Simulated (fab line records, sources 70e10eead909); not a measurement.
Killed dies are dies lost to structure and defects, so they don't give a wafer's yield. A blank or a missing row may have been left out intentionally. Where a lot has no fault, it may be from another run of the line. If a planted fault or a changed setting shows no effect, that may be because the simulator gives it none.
Which tool did it? ; flow nand harc ; 12 lots, 36 wafers sampled, at 6 steps of a route of 1159

## WHAT THE GAUGES SHOWED, per wafer
NHARC_P_GATE_CD_MEAS_26: the cd target is 120 nm.
lot;measured;on;cd nm (nm)
L270;day 4 16:35;cd sem-01;120.8 120.4 120.5
L272;day 5 06:41;cd sem-02;119.1 119.2 119.3
L273;day 5 06:32;cd sem-01;118.6 119.2 119.3
L274;day 5 17:11;cd sem-01;119.7 119.5 120.0
L278;day 6 18:51;cd sem-02;118.8 119.0 119.2
L281;day 7 22:56;cd sem-02;106.7 107.4 107.8
L283;day 7 23:11;cd sem-01;120.8 119.8 120.3
L284;day 7 22:16;cd sem-01;107.3 107.8 106.9
L286;day 8 11:49;cd sem-01;107.7 107.8 107.2
L287;day 9 01:14;cd sem-03;119.0 119.4 119.5
L288;day 9 00:56;cd sem-01;119.3 119.6 119.4
L290;day 9 14:25;cd sem-03;119.7 119.5 119.9

NHARC_END_SORT_01.
lot;measured;on;killed at array;killed at other;killed at periphery;killed dies;killed open;killed short
L281;day 22 22:17;prober-01;29 34 31;0 0 0;7 1 8;36 35 39;5 2 2;1 3 0
L284;day 22 23:04;prober-02;30 21 38;1 0 0;12 10 9;43 31 47;4 2 7;1 1 3
L286;day 23 14:16;prober-02;30 25 32;0 2 1;7 13 12;37 40 45;2 2 6;2 2 2

## WHAT TOOL EACH LOT RAN ON (gives the tool, then ch and the chambers of the sampled wafers, and finally the start)
lot;NHARC_P_STI_ETCH_31;NHARC_P_GATE_PEB_24;NHARC_P_GATE_DESCUM_31;NHARC_P_GATE_HM_OPEN_105
L270;rie diel-10 ch 1,2,3, day 4 16:31 or earlier;litho track-04 ch 0, day 4 16:31;rie diel-08 ch 0,1,3, day 4 16:47;rie diel-08 ch 0,1,3, no start
L272;rie diel-01 ch 0,2,3, day 5 06:37 or earlier;litho track-06 ch 0, day 5 06:37;rie diel-08 ch 0,1,3, day 5 06:54;rie diel-08 ch 0,1,3, no start
L273;rie diel-01 ch 1,2,3, day 5 06:28 or earlier;litho track-06 ch 0, day 5 06:28;rie diel-05 ch 2,3, day 5 06:44;rie diel-05 ch 1,2, no start
L274;rie diel-06 ch 0,1,2, day 5 17:07 or earlier;litho track-06 ch 0, day 5 17:07;rie diel-05 ch 1,3, day 5 17:24;rie diel-05 ch 1,2, no start
L278;rie diel-01 ch 1,2,3, day 6 18:46 or earlier;litho track-06 ch 0, day 6 18:46;rie diel-05 ch 1,2,3, day 6 19:02;rie diel-05 ch 2,3, no start
L281;rie diel-06 ch 1,3, day 7 22:51 or earlier;litho track-06 ch 0, day 7 22:51;rie diel-08 ch 1,2, day 7 23:07;rie diel-08 ch 0,2,3, day 22 22:17 or earlier
L283;rie diel-06 ch 0,2,3, day 7 23:07 or earlier;litho track-04 ch 0, day 7 23:07;rie diel-08 ch 0,2,3, day 7 23:26;rie diel-08 ch 0,1,2, no start
L284;rie diel-10 ch 0,2, day 7 22:11 or earlier;litho track-06 ch 0, day 7 22:11;rie diel-11 ch 0,1,3, day 7 22:34;rie diel-11 ch 0,2,3, day 22 23:04 or earlier
L286;rie diel-01 ch 0,1,2, day 8 11:44 or earlier;litho track-06 ch 0, day 8 11:44;rie diel-05 ch 1,3, day 8 12:00;rie diel-05 ch 1,2, day 23 14:16 or earlier
L287;rie diel-06 ch 0,1, day 9 01:09 or earlier;litho track-01 ch 0, day 9 01:09;rie diel-08 ch 0,1, day 9 01:25;rie diel-08 ch 1,2, no start
L288;rie diel-10 ch 0,2, day 9 00:51 or earlier;litho track-04 ch 0, day 9 00:51;rie diel-08 ch 0,1,3, day 9 01:08;rie diel-08 ch 2,3, no start
L290;rie diel-06 ch 0,1,3, day 9 14:20 or earlier;litho track-04 ch 0, day 9 14:20;rie diel-11 ch 0,1,2, day 9 14:37;rie diel-11 ch 2,3, no start
- NHARC_P_STI_ETCH_31: etches the open film in CF4/CHF3, target depth 108.9 nm, time 54.5 s.
- NHARC_P_GATE_PEB_24: peb time 65 s.
- NHARC_P_GATE_DESCUM_31: chemistry O2, time 3 s.
- NHARC_P_GATE_HM_OPEN_105: chemistry O2/COS, target depth 360 nm.

## WHAT THE TOOLS THEMSELVES READ (means of the sampled wafers that have a number; where no wafer has one, the mark that the record gives instead)
NHARC_P_STI_ETCH_31.
lot;tool;drypump motor current A (A);oes product au (a.u.);rf vpp V (V);showerhead plenum p Torr (Torr);throttle valve pct (%)
L270;rie diel-10;6.2;0.967;370.6;1.58;16.796
L272;rie diel-01;5.5;0.964;369.6;1.53;16.804
L273;rie diel-01;5.5;0.951;369.2;1.56;16.804
L274;rie diel-06;5.8;0.970;367.9;1.48;16.804
L278;rie diel-01;5.6;0.966;369.6;1.56;16.807
L281;rie diel-06;5.3;0.968;369.8;1.54;16.799
L283;rie diel-06;5.9;0.971;369.9;1.54;16.800
L284;rie diel-10;5.9;0.969;369.9;1.58;16.805
L286;rie diel-01;5.6;0.975;369.0;1.54;16.798
L287;rie diel-06;5.6;0.961;367.7;1.48;16.804
L288;rie diel-10;6.2;0.970;369.7;1.56;16.796
L290;rie diel-06;5.6;0.959;369.0;1.54;16.812

NHARC_P_GATE_DESCUM_31.
lot;tool;drypump motor current A (A);oes product au (a.u.);rf vpp V (V);showerhead plenum p Torr (Torr);throttle valve pct (%)
L270;rie diel-08;5.8;1.002;57.9;1.90;11.310
L272;rie diel-08;5.8;1.002;57.4;1.90;11.315
L273;rie diel-05;6.0;0.998;58.4;2.02;11.312
L274;rie diel-05;5.5;0.997;57.3;2.03;11.317
L278;rie diel-05;5.8;0.998;58.1;2.02;11.316
L281;rie diel-08;5.5;1.002;57.9;1.89;11.309
L283;rie diel-08;5.6;0.999;58.0;1.98;11.307
L284;rie diel-11;6.2;0.999;58.9;1.92;11.310
L286;rie diel-05;5.7;1.008;57.9;2.03;11.313
L287;rie diel-08;5.8;1.007;57.9;1.87;11.309
L288;rie diel-08;5.8;0.997;57.4;1.89;11.303
L290;rie diel-11;6.0;1.002;58.0;1.96;11.305

NHARC_P_GATE_HM_OPEN_105.
lot;tool;drypump motor current A (A);oes product au (a.u.);rf vpp V (V);showerhead plenum p Torr (Torr);throttle valve pct (%)
L270;rie diel-08;5.8;1.003;467.2;3.09;28.339
L272;rie diel-08;5.8;0.998;466.2;3.09;28.334
L273;rie diel-05;5.6;1.004;470.2;3.29;28.322
L274;rie diel-05;5.6;0.996;470.3;3.28;28.333
L278;rie diel-05;6.0;0.987;470.6;3.28;28.343
L281;rie diel-08;5.7;1.000;469.3;3.22;28.330
L283;rie diel-08;5.7;1.001;468.2;3.19;28.333
L284;rie diel-11;6.1;0.995;467.4;3.10;28.336
L286;rie diel-05;5.6;1.001;470.1;3.28;28.331
L287;rie diel-08;5.4;1.000;468.9;3.22;28.336
L288;rie diel-08;5.4;1.000;467.3;3.14;28.333
L290;rie diel-11;6.1;0.988;465.7;3.06;28.333

## THE ANSWER, worked out from the rows above alone
Rule: what is usual is taken from the lots themselves. The widest of any qualifying gaps counts: lots, ordered by their means at a reading, are off when they make up no more than a third of the lots, leave a main group of 4 or more, and stand apart from it by 3 or more times the standard deviation of that group's means. A main group whose means are all the same, to the digits that the tables above print for the reading, isn't used. A lot without any number at a reading at which 4 lots or more have one is off too. Where the step has rows for the other lots, those lots are counted as sound. First the gauges in route order, then the tools' own readings, where a lot's mean is used as printed above. The first step at which some lot is off is used, and at that step the reading that is off furthest; a lot without a number counts as furthest.
Off: L281, L284, L286 (NHARC_P_GATE_CD_MEAS_26, cd nm). The main group: mean 119.6 nm, standard deviation 0.52.
If a tool, at a process step before that reading, ran all the lots that are off and no sound lot after the first of them, it fits. Gauges at NHARC_P_GATE_CD_MEAS_26: tried the same way as those tools. With no start given for some of its lots, NHARC_P_STI_ETCH_31 uses the hours and lot order of NHARC_P_GATE_PEB_24. One fits: NHARC_P_GATE_PEB_24 on litho track-06. A fault onset in the window from L278 (day 6 18:46, its last sound lot) to L284 (day 7 22:11, its first lot off) fits.

## WHAT THE SIMULATOR HAD INSERTED
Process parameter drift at NHARC_P_GATE_PEB_24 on litho track-06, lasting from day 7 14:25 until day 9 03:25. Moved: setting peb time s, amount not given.
Struck lots among those shown: L284, L281, L286. The rule given above showed the same thing.
